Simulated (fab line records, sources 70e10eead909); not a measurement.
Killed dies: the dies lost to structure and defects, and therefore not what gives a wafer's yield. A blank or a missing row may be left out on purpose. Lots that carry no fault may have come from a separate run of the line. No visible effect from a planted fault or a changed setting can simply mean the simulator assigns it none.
fab line records	flow nand-harc
[record] lots = 12	wafers = 36	last-day = 25
route steps=1159 shown P_M1@311 P_M2@332 END@1159
lots untouched by any fault: they come from a run of this same line in which no faults occurred
start-h: hours from the record's opening day to when the first of the lot's shown wafers began	wait-h: how many hours have passed since the lot's step before this one	" unchanged from the row above	L1.1+2: several wafers, shown together as one row	- no value present, or no start provided	* or withheld: withheld	< > ~ a bound
route shown NAME@n: NAME is a module with steps in the file, n the number in the route of the first one	usual: average and standard deviation across the fault-free wafers	same: alike in all rows	chamber/n: place in a boat	sites: per-site readings	_std_site: their standard deviation	_edge_site: mean of outer sites minus mean of inner sites	radius-mm: how far each site lies from the wafer's centre	mask NAME#n: copy n	behind: the tool/chamber that last shaped the wafer	hold: reason for holding the lot/hours on hold/outcome of the hold	device: the n, p or np transistor that did not switch	end of line: tests run on the same wafers once the route is complete	a step without rows: its recipe alone	killed: the dies lost at the first sort to structure and to defects; this is not the yield of the wafer	map: per-die view of a wafer (x killed, . not killed, _ where there is no die)
set.NAME: the run value of the setting; set.NAME@STEP: its run value at that earlier step	model.NAME: the simulator's own value behind a step, which no gauge read
steps of the route over a sample of lots; a table a step, a row a wafer
services: the hour from which a tool's chamber was out of use, counted from the record's first day as start-h (under 0 if before that day), plus the number of hours and why
[[steps]]
[step NHARC_P_M1_CMP_23]
[recipe] t-overpolish-s = 20	target-thk-nm = 157.82
[usual] motor-current-A = 11.2/0.89	retaining-ring-pressure-frac = 1.000/0.005	time-to-endpoint-s = 29.3/2.6
lot.wafer	tool	chamber	start-h	wait-h	motor-current-A	retaining-ring-pressure-frac	time-to-endpoint-s
L886.2	cmp-04	3	133.82	-	10.6	0.994	27.1
L886.3	"	0	"	"	12.2	0.999	29.8
L886.5	"	1	"	"	10.1	1.007	27.9
L888.1	cmp-04	0	145.71	-	12.8	1.002	34.6
L888.6	"	0	"	"	11.7	1.001	32.9
L888.5	"	1	"	"	10.4	1.002	29.9
L887.3	cmp-01	1	146.82	-	11.5	0.999	23.7
L887.1	"	2	"	"	11.2	0.995	27.9
L887.2	"	3	"	"	12.8	0.995	29.4
L890.4	cmp-01	0	166.60	-	11.2	0.990	30.5
L890.3	"	1	"	"	10.7	1.000	28.1
L890.6	"	3	"	"	13.3	1.002	29.8
L896.4	cmp-01	0	197.12	-	11.4	0.997	26.9
L896.3	"	1	"	"	11.1	0.996	26.3
L896.5	"	3	"	"	13.4	1.000	28.6
L895.3	cmp-03	3	205.83	-	11.1	1.001	30.2
L895.6	"	2	"	"	11.1	1.003	28.5
L895.5	"	3	"	"	10.8	1.001	33.4
L900.4	cmp-03	1	217.50	-	12.2	1.001	28.3
L900.3	"	3	"	"	11.3	1.003	30.7
L900.5	"	1	"	"	12.0	1.005	30.8
L902.1	cmp-03	3	228.17	-	11.2	1.004	32.8
L902.6	"	2	"	"	10.9	1.002	27.9
L902.5	"	3	"	"	10.7	1.003	30.9
L903.2	cmp-01	3	233.22	-	13.2	0.991	32.9
L903.3	"	1	"	"	11.7	0.997	25.8
L903.6	"	2	"	"	10.9	0.999	32.9
L905.3	cmp-04	0	247.95	-	11.6	1.000	33.3
L905.5	"	0	"	"	11.9	0.998	34.1
L905.6	"	1	"	"	9.8	1.001	29.2
L906.4	cmp-04	1	248.90	-	10.2	1.005	25.5
L906.2	"	2	"	"	10.8	0.993	26.3
L906.1	"	0	"	"	11.9	1.002	30.0
L907.3	cmp-04	0	263.68	-	12.2	0.998	34.7
L907.4	"	1	"	"	10.4	0.998	30.1
L907.2	"	2	"	"	11.2	1.004	31.3
[step NHARC_P_M1_THK_MEAS_24]
[recipe] thk-meas-gauge = xrf
[usual] thk-nm = 158.1/1.6
lot.wafer	tool	chamber	start-h	wait-h	thk-nm
L886.2	film-metro-01	-	134.08	-	158.6
L886.3	"	-	"	"	160.6
L886.5	"	-	"	"	159.0
L888.1	film-metro-02	-	146.03	-	160.6
L888.5	"	-	"	"	158.9
L888.6	"	-	"	"	162.0
L887.1	film-metro-02	-	147.14	-	154.4
L887.2	"	-	"	"	158.0
L887.3	"	-	"	"	156.3
L890.3	film-metro-02	-	166.86	-	156.0
L890.4	"	-	"	"	157.8
L890.6	"	-	"	"	160.7
L896.3	film-metro-01	-	197.41	-	157.4
L896.4	"	-	"	"	157.5
L896.5	"	-	"	"	157.6
L895.3	film-metro-01	-	206.12	-	158.5
L895.5	"	-	"	"	157.1
L895.6	"	-	"	"	155.6
L900.3	film-metro-01	-	217.82	-	159.4
L900.4	"	-	"	"	159.5
L900.5	"	-	"	"	157.6
L902.1	film-metro-02	-	228.45	-	159.2
L902.5	"	-	"	"	156.7
L902.6	"	-	"	"	155.9
L903.2	film-metro-02	-	233.50	-	160.1
L903.3	"	-	"	"	158.8
L903.6	"	-	"	"	157.5
L905.3	film-metro-02	-	248.27	-	157.3
L905.5	"	-	"	"	160.2
L905.6	"	-	"	"	159.4
L906.1	film-metro-01	-	249.22	-	157.2
L906.2	"	-	"	"	156.4
L906.4	"	-	"	"	157.0
L907.2	film-metro-02	-	263.99	-	158.5
L907.3	"	-	"	"	158.7
L907.4	"	-	"	"	156.4
[step NHARC_P_M2_ETCH_35]
[recipe] target-depth-a = 400	overetch-a = 120	time-s = 43.94	ion-energy-ev = 200	n2-flow-sccm = 150	h2-flow-sccm = 150	ar-flow-sccm = 0	rf-w = 400	bias-w = 150	chemistry = N2/H2
[usual] bias-w = 150.0/0.44	chamber-pressure-mTorr = 29.994/0.026	drypump-motor-current-A = 5.6/0.41	n2-flow-sccm = 150.0/0.48	oes-product-au = 1.002/0.01	rf-vpp-V = 430.1/2.6	showerhead-plenum-p-Torr = 2.03/0.088	throttle-valve-pct = 14.171/0.0095	time-s = 43.94/0
lot.wafer	tool	chamber	start-h	wait-h	bias-w	chamber-pressure-mTorr	drypump-motor-current-A	n2-flow-sccm	oes-product-au	rf-hours-counter-h	rf-vpp-V	showerhead-plenum-p-Torr	throttle-valve-pct	time-s
L886.2	rie-diel-07	1	135.94	0.1	150.3	30.027	6.0	149.9	1.026	4	432.9	2.08	14.164	43.94
L886.3	"	2	"	"	149.5	30.017	5.4	149.4	1.001	3	428.6	1.94	14.162	43.94
L886.5	"	3	"	"	150.0	30.039	6.1	150.2	1.002	-	429.4	1.99	14.164	43.94
L888.1	rie-diel-01	1	147.77	0.1	150.0	29.960	5.1	150.2	0.997	0	427.7	1.97	14.168	43.94
L888.6	"	1	"	"	150.5	30.012	5.1	149.5	1.002	-	430.4	1.97	14.167	43.94
L888.5	"	2	"	"	150.1	29.999	5.3	149.5	0.989	-	427.6	1.93	14.165	43.94
L887.2	rie-diel-01	3	148.85	0.1	149.7	30.018	5.9	150.4	1.006	0	428.5	1.92	14.181	43.94
L887.3	"	0	"	"	150.8	30.005	4.9	150.8	0.996	0	434.5	2.15	14.180	43.94
L887.1	"	1	"	"	149.7	30.009	5.0	150.7	0.990	0	428.1	1.97	14.156	43.94
L890.3	rie-diel-07	3	168.69	0.1	149.3	30.000	6.1	150.5	0.999	5	429.5	1.99	14.183	43.94
L890.4	"	2	"	"	150.4	29.985	5.4	149.9	1.006	4	426.8	1.94	14.173	43.94
L890.6	"	0	"	"	150.3	29.981	5.2	150.1	0.989	-	432.2	2.15	14.166	43.94
L896.3	rie-diel-07	3	199.41	0.1	-	-	-	-	-	-	-	-	-	-
L896.4	"	1	"	"	-	-	-	-	-	-	-	-	-	-
L896.5	"	0	"	"	-	-	-	-	-	-	-	-	-	-
L895.3	rie-diel-07	1	207.90	0.1	-	-	-	-	-	-	-	-	-	-
L895.5	"	3	"	"	-	-	-	-	-	-	-	-	-	-
L895.6	"	0	"	"	-	-	-	-	-	-	-	-	-	-
L900.4	rie-diel-07	2	219.70	0.1	150.2	29.993	5.4	150.4	1.016	6	428.3	1.93	14.178	43.94
L900.3	"	3	"	"	150.6	29.990	6.1	149.5	1.007	7	429.1	1.99	14.163	43.94
L900.5	"	2	"	"	150.2	30.005	5.4	149.4	1.016	-	427.2	1.93	14.180	43.94
L902.1	rie-diel-13	3	230.95	0.6	150.5	30.020	5.5	150.2	0.998	46	435.3	2.20	14.181	43.94
L902.5	"	0	"	"	149.9	30.040	5.3	149.6	0.983	-	429.1	1.93	14.182	43.94
L902.6	"	1	"	"	149.4	29.963	6.3	149.9	1.003	-	431.0	2.02	14.174	43.94
L903.3	rie-diel-01	1	235.32	0.1	149.5	30.014	5.1	150.1	0.992	17	429.6	1.97	14.173	43.94
L903.2	"	3	"	"	149.6	29.998	5.9	150.4	0.994	18	427.4	1.92	14.177	43.94
L903.6	"	1	"	"	150.0	30.065	5.1	149.2	1.002	-	426.4	1.97	14.178	43.94
L905.3	rie-diel-07	3	250.21	0.1	149.5	30.007	6.1	149.9	1.012	0	430.5	1.99	14.188	43.94
L905.5	"	3	"	"	149.6	29.974	6.1	149.6	0.997	-	428.9	1.99	14.160	43.94
L905.6	"	0	"	"	149.2	29.993	5.2	150.2	0.999	-	432.9	2.15	14.170	43.94
L906.1	rie-diel-07	1	251.03	0.1	150.5	29.968	6.0	150.5	1.010	0	432.1	2.08	14.169	43.94
L906.2	"	2	"	"	149.6	30.008	5.4	150.3	1.021	0	428.7	1.93	14.165	43.94
L906.4	"	0	"	"	150.1	29.998	5.2	149.9	1.001	1	433.7	2.15	14.166	43.94
L907.2	rie-diel-07	1	265.67	0.1	149.4	29.973	6.0	150.3	1.025	1	431.8	2.08	14.163	43.94
L907.3	"	2	"	"	149.6	29.996	5.4	149.4	1.017	1	427.2	1.93	14.176	43.94
L907.4	"	3	"	"	150.1	29.983	6.1	149.3	0.994	1	429.3	1.99	14.174	43.94
[step NHARC_P_M2_PRE_CLEAN_30]
[recipe] time-s = 30	temp-c = 280	gas = H2/He
[usual] heater-power-w = 419/28
[same] time-s = 30
lot.wafer	tool	chamber	start-h	wait-h	heater-power-w
L886.2	pvd-sputter-01	-	-	-	452
L886.3	"	-	"	"	433
L886.5	"	-	"	"	439
L888.1	pvd-sputter-01	-	-	-	362
L888.5	"	-	"	"	438
L888.6	"	-	"	"	445
L887.2	pvd-sputter-01	-	-	-	453
L887.3	"	-	"	"	453
L887.1	"	-	"	"	369
L890.3	pvd-sputter-03	-	-	-	416
L890.4	"	-	"	"	402
L890.6	"	-	"	"	381
L896.3	pvd-sputter-03	-	-	-	410
L896.4	"	-	"	"	381
L896.5	"	-	"	"	418
L895.3	pvd-sputter-01	-	-	-	432
L895.5	"	-	"	"	434
L895.6	"	-	"	"	439
L900.4	pvd-sputter-03	-	-	-	418
L900.3	"	-	"	"	385
L900.5	"	-	"	"	407
L902.1	pvd-sputter-01	-	-	-	429
L902.5	"	-	"	"	469
L902.6	"	-	"	"	420
L903.3	pvd-sputter-03	-	-	-	414
L903.2	"	-	"	"	396
L903.6	"	-	"	"	389
L905.3	pvd-sputter-02	-	-	-	397
L905.6	"	-	"	"	442
L905.5	"	-	"	"	403
L906.1	pvd-sputter-01	-	-	-	366
L906.2	"	-	"	"	471
L906.4	"	-	"	"	433
L907.2	pvd-sputter-01	-	-	-	430
L907.3	"	-	"	"	427
L907.4	"	-	"	"	383
[step NHARC_END_SORT_01]
[recipe] temp-c = 25
[usual] defect-limited-yield = 95.6/1.4	killed-at-array = 25/9.2	killed-at-other = 0.8/1.2	killed-at-periphery = 3.9/2.6	killed-dies = 30/9.7	killed-open = 3.4/1.9	killed-short = 2.0/1.4	sort_bin_2_pct = 1.4/0.62	sort_bin_3_pct = 0.24/0.2	sort_bin_4_pct = 2.8/0.92	sort-n-pass = 647/9.7	sort-rim-yield-pct = 94/3.3	sort-yield-pct = 95.6/1.4
[same] gross-dies = 677	sort_bin_5_pct[%] = 0	sort_bin_6_pct[%] = 0	sort_bin_7_pct[%] = 0	sort_bin_8_pct[%] = 0	sort-rim-n-gross = 106.00
lot.wafer	tool	chamber	start-h	wait-h	defect-limited-yield[%]	killed-at-array	killed-at-other	killed-at-periphery	killed-dies	killed-open	killed-short	sort_bin_2_pct[%]	sort_bin_3_pct[%]	sort_bin_4_pct[%]	sort-n-pass	sort-rim-yield-pct[%]	sort-yield-pct[%]
L896.3	prober-01	0	516.79	3.1	0	24	0	653	677	5	1	97.3	0.30	2.4	0	0	0
L896.4	prober-01	0	517.59	3.4	0	24	0	653	677	2	2	97.3	0.30	2.4	0	0	0
L896.5	prober-01	0	518.40	3.7	0	21	1	655	677	3	3	97.0	0.30	2.7	0	0	0
L895.3	prober-02	0	519.11	3.1	0	35	2	640	677	4	2	96.3	0.59	3.1	0	0	0
L895.5	prober-02	0	520.73	3.7	0	33	2	642	677	4	5	96.2	0.59	3.2	0	0	0
L895.6	prober-02	0	521.54	4.1	0	34	1	642	677	2	1	96.5	0.30	3.2	0	0	0
L902.1	prober-01	0	543.94	2.5	95.9	25	1	2	28	1	1	1.5	0	2.7	649	98	95.9
L902.5	prober-01	0	547.14	3.7	95.7	24	1	4	29	5	1	1.0	0.15	3.1	648	96	95.7
L902.6	prober-01	0	547.94	4.0	96.2	26	0	0	26	1	0	1.6	0.15	2.1	651	93	96.2
L903.2	prober-01	0	552.55	2.8	98.1	10	2	1	13	3	3	0.3	0	1.6	664	94	98.1
L903.3	prober-01	0	553.36	3.1	97.5	14	0	3	17	8	2	0.4	0.15	1.9	660	92	97.5
L903.6	prober-01	0	555.78	4.0	97.6	15	1	0	16	1	3	0.6	0.44	1.3	661	97	97.6
// killed by level:class
L896.3 P_M2:area-etch=650 A_SLIT:chamber-film-flake=14 A_CONTACT:geometric-particle:open=3 A_CONTACT:chamber-film-flake=3 P_M0:geometric-particle:open=2 A_CHANNEL_HOLE_D1:chamber-film-flake=2 A_M1:geometric-particle:short=1 P_GATE:chamber-film-flake=1
L896.4 P_M2:area-etch=647 A_SLIT:chamber-film-flake=11 A_CHANNEL_HOLE_D1:chamber-film-flake=4 A_CONTACT:chamber-film-flake=4 A_STAIRCASE:chamber-film-flake=3 P_ZERO_WELL:chamber-film-flake=2 P_GATE:chamber-film-flake=2 P_STI:geometric-particle:short=1
L896.5 P_M2:area-etch=648 A_CONTACT:chamber-film-flake=7 A_CHANNEL_HOLE_D1:chamber-film-flake=5 A_SLIT:chamber-film-flake=5 P_ZERO_WELL:chamber-film-flake=2 P_GATE:chamber-film-flake=2 A_STAIRCASE:chamber-film-flake=2 P_GATE:geometric-particle:open=1
L895.3 P_M2:area-etch=639 A_CHANNEL_HOLE_D1:chamber-film-flake=17 A_SLIT:chamber-film-flake=9 A_CONTACT:chamber-film-flake=3 A_M0:geometric-particle:open=2 HYBRID_BOND:chamber-film-flake=2 P_CONTACT:geometric-particle:short=1 A_CHANNEL_HOLE_D1:geometric-particle:open=1
L895.5 P_M2:area-etch=640 A_SLIT:chamber-film-flake=12 A_CHANNEL_HOLE_D1:chamber-film-flake=8 A_CONTACT:geometric-particle:open=3 A_CONTACT:chamber-film-flake=3 A_CHANNEL_FILL_D1:geometric-particle:short=2 HYBRID_BOND:chamber-film-flake=2 P_STI:geometric-particle:short=1
L895.6 P_M2:area-etch=640 A_CHANNEL_HOLE_D1:chamber-film-flake=17 A_SLIT:chamber-film-flake=11 A_ONON_D1:geometric-particle:open=1 A_CONTACT:geometric-particle:open=1 A_CONTACT:geometric-particle:short=1 P_ZERO_WELL:chamber-film-flake=1 P_GATE:chamber-film-flake=1
L902.1 A_CHANNEL_HOLE_D1:chamber-film-flake=17 A_STAIRCASE:chamber-film-flake=5 P_M0:geometric-particle:open=1 P_M2:geometric-particle:short=1 A_SLIT:chamber-film-flake=1 A_WL_FILL:chamber-film-flake=1 A_CONTACT:chamber-film-flake=1 THIN_TSV:chamber-film-flake=1
L902.5 A_CHANNEL_HOLE_D1:chamber-film-flake=18 A_STAIRCASE:chamber-film-flake=3 P_CONTACT:geometric-particle:open=1 P_M0:geometric-particle:open=1 P_M1:geometric-particle:short=1 P_BONDPAD:geometric-particle:open=1 A_BLC:geometric-particle:open=1 A_M1:geometric-particle:open=1
L902.6 A_STAIRCASE:chamber-film-flake=13 A_CHANNEL_HOLE_D1:chamber-film-flake=11 A_ONON_D1:geometric-particle:open=1 A_WL_FILL:chamber-film-flake=1
L903.2 A_CHANNEL_HOLE_D1:chamber-film-flake=3 A_CONTACT:geometric-particle:open=2 A_CONTACT:chamber-film-flake=2 THIN_TSV:chamber-film-flake=2 P_M0:geometric-particle:open=1 A_SOURCE_PLATE:geometric-particle:short=1 A_ONON_D1:geometric-particle:short=1 A_BONDPAD:geometric-particle:short=1
L903.3 A_CHANNEL_HOLE_D1:chamber-film-flake=6 A_M0:geometric-particle:open=2 P_GATE:geometric-particle:short=1 P_GATE:geometric-particle:open=1 P_M1:geometric-particle:open=1 A_ONON_D1:geometric-particle:open=1 A_CHANNEL_HOLE_D1:geometric-particle:short=1 A_CONTACT:geometric-particle:open=1
L903.6 A_CHANNEL_HOLE_D1:chamber-film-flake=7 A_WL_FILL:chamber-film-flake=2 A_CONTACT:chamber-film-flake=2 A_CHANNEL_FILL_D1:geometric-particle:short=1 A_WL_FILL:geometric-particle:short=1 A_CONTACT:geometric-particle:open=1 A_CONTACT:geometric-particle:short=1 THIN_TSV:chamber-film-flake=1
[[services]]
tool	chamber	start-h	hours	kind
rie-diel-07	3	118.74	4.2	repair
cmp-01	-	125.61	3.0	repair
rie-diel-07	0	133.70	-	clean
rie-diel-07	1	133.70	-	clean
rie-diel-07	2	133.70	-	clean
rie-diel-07	3	133.70	-	clean
rie-diel-01	-	137.80	9.0	pm
cmp-03	-	156.00	4.0	pm
pvd-sputter-01	-	158.00	10.0	pm
cmp-01	-	169.17	1.0	repair
cmp-03	-	177.76	0.9	repair
cmp-01	-	181.72	4.0	pm
rie-diel-13	1	201.55	12.4	repair
cmp-04	-	203.08	4.0	pm
rie-diel-01	0	205.12	5.4	repair
cmp-03	-	210.26	1.8	repair
cmp-01	-	211.94	1.6	repair
rie-diel-13	0	213.81	5.5	repair
pvd-sputter-02	-	214.04	10.0	pm
rie-diel-07	-	228.20	9.0	pm
pvd-sputter-01	-	247.25	2.6	repair
cmp-01	-	251.44	2.1	repair
cmp-03	-	254.11	4.0	pm
cmp-03	-	265.12	0.4	repair
[[key]]
[first-sign] step = NHARC_P_M2_ETCH_35	reading = tool-record	direction = missing
[effect] step = NHARC_END_SORT_01	reading = killed-at-periphery	direction = up	sigmas = 99+	usual = 3.9	struck = 647.5
[more-kills-born-at] NHARC_P_M2_ETCH_35@rie-diel-07 = 3864
met-at NHARC_P_M2_ETCH_35
struck-lots L895,L896
later-rows-left-out L895.3,L895.5,L895.6,L896.3,L896.4,L896.5
not-acting-at NHARC_P_M1_CMP_23,NHARC_P_M1_THK_MEAS_24,NHARC_P_M2_PRE_CLEAN_30
onset-between 168.69 199.41
[fault] kind = skipped-step-whole	tool = rie-diel-07	chamber = -	onset-h = 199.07	steps = NHARC_P_M2_ETCH_35	scope = struck-lots-only
// later-rows-left-out: the simulator's readings of these wafers behind a module that went badly wrong aren't trusted and aren't shown, but for the sort
